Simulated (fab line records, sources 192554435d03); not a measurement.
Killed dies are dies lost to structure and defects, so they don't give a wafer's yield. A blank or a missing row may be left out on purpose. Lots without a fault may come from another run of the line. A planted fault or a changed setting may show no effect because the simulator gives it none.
Which tool did it? | flow n5_finfet | 10 lots, 30 wafers sampled, at 5 steps of a route of 1938

WHAT THE GAUGES READ, wafer by wafer
The record holds no reading of a measuring or inspecting step that can be judged against a usual standard deviation.

WHICH TOOL RAN EACH LOT (tool, then ch and the chambers of the sampled wafers, then the start)
lot  | N5_BEOL_M1_PRECLEAN_42              | N5_MIM_BOT_ETCH_ETCH_04            | N5_PASSIVATION_PECVD_01         | N5_PASSIVATION_PASS_ETCH_74        | N5_PASSIVATION_PROBE_49
L165 | wet_bench-03 ch 0,2,6, day 6 22:42  | rie_diel-01 ch 0,2,3, day 12 15:32 | pecvd-04 ch 1,2, day 12 16:23   | rie_diel-04 ch 1,3, day 12 18:19   | prober-02, day 13 01:07
L164 | wet_bench-05 ch 1,6,7, day 7 05:23  | rie_diel-01 ch 1,2, day 13 03:48   | pecvd-04 ch 0,1, day 13 04:41   | rie_diel-06 ch 0,2, day 13 07:20   | -
L168 | wet_bench-04 ch 3,4,7, day 7 23:58  | rie_diel-01 ch 0,1, day 13 20:05   | pecvd-01 ch 0,1, day 13 20:58   | rie_diel-04 ch 1,2,3, day 13 21:57 | prober-01, day 14 04:46
L163 | wet_bench-05 ch 0,4,5, day 8 00:51  | rie_diel-01 ch 1,2,3, day 14 11:28 | pecvd-01 ch 0,2, day 14 12:21   | rie_diel-06 ch 0,3, day 14 12:56   | prober-01, day 14 19:46
L173 | wet_bench-04 ch 3,5,6, day 8 18:31  | rie_diel-05 ch 0,1,3, day 14 16:10 | pecvd-04 ch 0,1, day 14 17:01   | rie_diel-04 ch 1,2,3, day 14 18:16 | prober-02, day 15 01:00
L176 | wet_bench-05 ch 1,3,7, day 9 23:23  | rie_diel-05 ch 0,1,3, day 16 08:29 | pecvd-03 ch 0,1,2, day 16 09:25 | rie_diel-04 ch 0,1,2, day 16 10:34 | prober-02, day 16 17:16
L178 | wet_bench-03 ch 2,4,5, day 10 10:02 | rie_diel-05 ch 0,2,3, day 16 17:49 | pecvd-04 ch 0,2, day 16 18:53   | rie_diel-06 ch 0,1,2, day 16 19:32 | prober-01, day 17 02:36
L182 | wet_bench-03 ch 0,4,5, day 11 20:14 | rie_diel-03 ch 1,2,3, day 17 23:16 | pecvd-01 ch 0,1, day 18 00:07   | rie_diel-02 ch 1,2,3, day 18 01:16 | prober-01, day 18 08:11
L184 | wet_bench-05 ch 0,5,7, day 12 00:09 | rie_diel-03 ch 0,1,2, day 18 10:37 | pecvd-03 ch 0, day 18 11:34     | rie_diel-02 ch 0,2,3, day 18 13:50 | prober-02, day 18 20:31
L186 | wet_bench-04 ch 0,3,7, day 12 07:55 | rie_diel-05 ch 1,3, day 18 16:52   | pecvd-04 ch 1,2, day 18 17:45   | rie_diel-04 ch 0,1,3, day 18 18:24 | -
- N5_BEOL_M1_PRECLEAN_42: cleans in residue remover, time 60 s.
- N5_MIM_BOT_ETCH_ETCH_04: etches SiNx in CF4/O2, target depth 26 nm, time 13 s.
- N5_PASSIVATION_PECVD_01: deposits SiNx from SiH4/NH3/N2, target thk 200 nm, time 43.2 s.
- N5_PASSIVATION_PASS_ETCH_74: etches SiNx in CF4/O2, target depth 220 nm, time 110 s.
- N5_PASSIVATION_PROBE_49

WHAT THE TOOLS THEMSELVES READ (means of the sampled wafers that have a number; where no wafer has one, the mark that the record gives instead)
N5_MIM_BOT_ETCH_ETCH_04. Usual: drypump_motor_current_A 5.6 A, standard deviation 0.54; oes_product_au 0.76 a.u., standard deviation 0.06; rf_vpp_V 240 V, standard deviation 5.7; showerhead_plenum_p_Torr 2.22 Torr, standard deviation 0.075; throttle_valve_pct 16.12 %, standard deviation 0.16.
lot  | tool        | drypump_motor_current_A (A) | oes_product_au (a.u.) | rf_vpp_V (V) | showerhead_plenum_p_Torr (Torr) | throttle_valve_pct (%) | flag
L165 | rie_diel-01 | 5.5                         | 0.72                  | 244          | 2.25                            | 16.11                  |
L164 | rie_diel-01 | 5.0                         | 0.74                  | 243          | 2.25                            | 16.20                  |
L168 | rie_diel-01 | 6.0                         | 0.78                  | 244          | 2.20                            | 15.87                  |
L163 | rie_diel-01 | 5.1                         | 0.73                  | 244          | 2.25                            | 16.15                  |
L173 | rie_diel-05 | 5.5                         | 0.78                  | 235          | 2.19                            | 16.13                  |
L176 | rie_diel-05 | 5.5                         | 0.77                  | 235          | 2.18                            | 16.14                  |
L178 | rie_diel-05 | 5.5                         | 0.77                  | 240          | 2.24                            | 16.19                  |
L182 | rie_diel-03 | 5.6                         | 0.76                  | 241          | 2.24                            | 16.22                  |
L184 | rie_diel-03 | 5.4                         | 0.71                  | 243          | 2.22                            | 16.24                  |
L186 | rie_diel-05 | 5.3                         | 0.77                  | 233          | 2.18                            | 16.10                  |

N5_PASSIVATION_PECVD_01. Usual: chamber_pressure_Torr 4.900 Torr, standard deviation 0.011; heater_power_w 381 W, standard deviation 100; showerhead_plenum_p_Torr 8.69 Torr, standard deviation 0.067; throttle_valve_pct 29.6 %, standard deviation 1.7.
lot  | tool     | chamber_pressure_Torr (Torr) | heater_power_w (W) | showerhead_plenum_p_Torr (Torr) | throttle_valve_pct (%) | flag
L165 | pecvd-04 | 4.901                        | 449                | 8.72                            | 31.2                   |
L164 | pecvd-04 | 4.899                        | 284                | 8.78                            | 32.4                   |
L168 | pecvd-01 | 4.898                        | 405                | 8.66                            | 30.0                   |
L163 | pecvd-01 | 4.910                        | 367                | 8.69                            | 29.3                   |
L173 | pecvd-04 | 4.908                        | 307                | 8.72                            | 31.0                   |
L176 | pecvd-03 | 4.906                        | 382                | 8.68                            | 28.1                   |
L178 | pecvd-04 | 4.896                        | 403                | 8.67                            | 29.9                   |
L182 | pecvd-01 | 4.896                        | 495                | 8.70                            | 29.9                   |
L184 | pecvd-03 | 4.900                        | 320                | 8.67                            | 27.9                   |
L186 | pecvd-04 | 4.896                        | 384                | 8.76                            | 28.3                   |

N5_PASSIVATION_PASS_ETCH_74. Usual: drypump_motor_current_A 5.8 A, standard deviation 0.34; oes_product_au 0.82 a.u., standard deviation 0.079; rf_vpp_V 243 V, standard deviation 5.1; showerhead_plenum_p_Torr 2.25 Torr, standard deviation 0.065; throttle_valve_pct 15.94 %, standard deviation 0.19.
lot  | tool        | drypump_motor_current_A (A) | oes_product_au (a.u.) | rf_vpp_V (V) | showerhead_plenum_p_Torr (Torr) | throttle_valve_pct (%) | flag
L165 | rie_diel-04 | 5.5                         | 0.88                  | 239          | 2.22                            | 15.78                  |
L164 | rie_diel-06 | 5.9                         | 0.75                  | 241          | 2.27                            | 15.75                  |
L168 | rie_diel-04 | 5.5                         | 0.83                  | 241          | 2.24                            | 15.92                  |
L163 | rie_diel-06 | 5.9                         | 0.80                  | 243          | 2.16                            | 16.08                  |
L173 | rie_diel-04 | 5.5                         | 0.83                  | 242          | 2.24                            | 15.93                  |
L176 | rie_diel-04 | 5.8                         | 0.85                  | 245          | 2.27                            | 15.98                  |
L178 | rie_diel-06 | 5.9                         | 0.81                  | 241          | 2.28                            | 15.82                  |
L182 | rie_diel-02 | 5.7                         | 0.75                  | 239          | 2.21                            | 16.12                  |
L184 | rie_diel-02 | 5.9                         | 0.83                  | 240          | 2.26                            | 15.96                  |
L186 | rie_diel-04 | 5.8                         | 0.84                  | 241          | 2.23                            | 15.87                  |

N5_PASSIVATION_PROBE_49. Usual: defect_limited_yield 91.7 %, standard deviation 1.5; killed_at_M0_to_M3 32, standard deviation 10; killed_at_M4_up 14, standard deviation 5.3; killed_at_contacts 13, standard deviation 5.7; killed_at_front_end 37, standard deviation 10; killed_at_other 3.3, standard deviation 2.5; killed_dies 98, standard deviation 18; killed_open 65, standard deviation 13; killed_short 31, standard deviation 7.5; sort_bin_4_leakage 0.00 %, standard deviation 0.0099; sort_bin_5_function 4.9 %, standard deviation 0.91; sort_bin_6_memory 3.1 %, standard deviation 0.71; sort_bin_8_speed 0.00 %, standard deviation 0.017; sort_n_pass 1082, standard deviation 18; sort_yield_pct 91.7 %, standard deviation 1.5.
lot  | tool      | defect_limited_yield (%) | killed_at_M0_to_M3 | killed_at_M4_up | killed_at_contacts | killed_at_front_end | killed_at_other | killed_dies | killed_open | killed_short | sort_bin_4_leakage (%) | sort_bin_5_function (%) | sort_bin_6_memory (%) | sort_bin_8_speed (%) | sort_n_pass | sort_yield_pct (%) | flag
L165 | prober-02 | 91.9                     | 32                 | 12              | 15                 | 36                  | 2.0             | 96          | 68          | 27           | 0.00                   | 5.0                     | 2.9                   | 0.00                 | 1084        | 91.9               |
L168 | prober-01 | 92.3                     | 30                 | 14              | 14                 | 30                  | 3.3             | 91          | 64          | 25           | 0.00                   | 4.5                     | 2.9                   | 0.00                 | 1089        | 92.3               |
L163 | prober-01 | 91.6                     | 20                 | 22              | 10                 | 43                  | 3.3             | 99          | 70          | 26           | 0.00                   | 4.5                     | 3.6                   | 0.03                 | 1081        | 91.6               |
L173 | prober-02 | 87.0                     | 78                 | 13              | 23                 | 36                  | 2.7             | 153         | 80          | 32           | 0.00                   | 7.7                     | 4.2                   | 0.00                 | 1027        | 87.0               | OFF
L176 | prober-02 | 90.7                     | 45                 | 11              | 14                 | 36                  | 3.3             | 110         | 72          | 38           | 0.00                   | 5.5                     | 3.6                   | 0.00                 | 1070        | 90.7               |
L178 | prober-01 | 92.3                     | 38                 | 15              | 6                  | 29                  | 3.0             | 91          | 56          | 32           | 0.00                   | 4.3                     | 3.1                   | 0.00                 | 1089        | 92.3               |
L182 | prober-01 | 91.8                     | 25                 | 11              | 18                 | 38                  | 5.0             | 97          | 67          | 26           | 0.03                   | 5.1                     | 2.9                   | 0.00                 | 1083        | 91.8               | OFF
L184 | prober-02 | 90.4                     | 38                 | 16              | 10                 | 46                  | 4.0             | 113         | 80          | 32           | 0.00                   | 5.4                     | 3.9                   | 0.00                 | 1067        | 90.4               |

THE ANSWER, worked out from the rows above alone
Rule: a lot is off if the mean of its wafers that have a number lies more than 3 standard deviations from the usual mean. A lot without any number at a reading at which 4 lots or more have one is off too. The other lots that the step has rows for count as sound. The gauges are gone through in route order, then the tools' own readings, and for those a lot's mean is taken as printed above. The first step at which some lot is off is used, and at that step the reading that is off furthest; a lot without a number counts as furthest.
Off: L173, at N5_PASSIVATION_PROBE_49 (killed_at_M0_to_M3). Neither off nor sound, because the step has no rows for them: L164, L186.
A tool fits if, at that step or a process step before it, it ran every lot that is off, and no sound lot after the first of them. One fits: wet_bench-04 at N5_BEOL_M1_PRECLEAN_42. Its last sound lot is L168 (day 7 23:58), its first lot that is off L173 (day 8 18:31): a fault that began between those two fits.

WHAT THE SIMULATOR HAD PUT IN
Chamber particle source: wet_bench-04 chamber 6, from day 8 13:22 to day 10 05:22, at N5_BEOL_M1_PRECLEAN_42. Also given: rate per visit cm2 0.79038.
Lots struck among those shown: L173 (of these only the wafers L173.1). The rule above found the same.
